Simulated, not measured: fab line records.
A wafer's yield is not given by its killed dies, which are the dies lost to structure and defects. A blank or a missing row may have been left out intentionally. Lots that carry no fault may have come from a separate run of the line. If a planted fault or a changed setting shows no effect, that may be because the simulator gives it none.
Matching of chambers || flow nand-harc || NHARC_A_WL_FILL_CMP_12 on cmp-02 has 4 sister chambers
The step polishes, t overpolish 30 s, target thk 75 nm. 4 wafers are shown with their chamber, then 11 later ones without.

## WAFERS PAIRED WITH THEIR CHAMBERS
{"wafer": "L087.4", "chamber": 0, "motor-current-A (A)": 13.0}
{"wafer": "L088.1", "chamber": 2, "motor-current-A (A)": 9.9}
{"wafer": "L088.3", "chamber": 1, "motor-current-A (A)": 12.5}
{"wafer": "L089.3", "chamber": 3, "motor-current-A (A)": 13.8}

## WAFERS WITHOUT THEIR CHAMBER
{"wafer": "L089.4", "motor-current-A (A)": 13.2}
{"wafer": "L089.5", "motor-current-A (A)": 12.8}
{"wafer": "L094.1", "motor-current-A (A)": 12.4}
{"wafer": "L094.2", "motor-current-A (A)": 12.1}
{"wafer": "L094.3", "motor-current-A (A)": 14.5}
{"wafer": "L094.4", "motor-current-A (A)": 10.0}
{"wafer": "L094.5", "motor-current-A (A)": 14.3}
{"wafer": "L094.6", "motor-current-A (A)": 9.9}
{"wafer": "L097.1", "motor-current-A (A)": 12.8}
{"wafer": "L097.4", "motor-current-A (A)": 13.1}
{"wafer": "L097.5", "motor-current-A (A)": 9.9}

## EACH ONE'S CHAMBER
{"wafer": "L089.4", "from the rows above": "can't be placed: 0 or 3 or 1", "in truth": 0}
{"wafer": "L089.5", "from the rows above": "can't be placed: 0 or 1", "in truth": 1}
{"wafer": "L094.1", "from the rows above": "can't be placed: 1 or 0", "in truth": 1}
{"wafer": "L094.2", "from the rows above": "can't be placed: 1 or 0", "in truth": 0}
{"wafer": "L094.3", "from the rows above": 3, "in truth": 3}
{"wafer": "L094.4", "from the rows above": 2, "in truth": 2}
{"wafer": "L094.5", "from the rows above": 3, "in truth": 3}
{"wafer": "L094.6", "from the rows above": 2, "in truth": 2}
{"wafer": "L097.1", "from the rows above": "can't be placed: 0 or 1", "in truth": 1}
{"wafer": "L097.4", "from the rows above": "can't be placed: 0 or 1 or 3", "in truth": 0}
{"wafer": "L097.5", "from the rows above": 2, "in truth": 2}
Correctly placed: 5 of 11. These rows do not allow placing 6 (true chamber among the candidates in 6). Number placed wrongly: 0.
How it was worked out, from the rows above alone: a wafer's distance from a chamber is the root of the sum, over the readings, of the square of ((its reading less the chamber's mean) divided by the reading's scatter). If the next closest chamber is less than 2 further off than the closest, the wafer can't be placed; otherwise it belongs to the closest. Each chamber's mean is taken over the wafers shown for it. The scatter (one wafer shown for each chamber): square how far every hidden wafer sits from the nearest shown wafer, average those squares and take the square root.
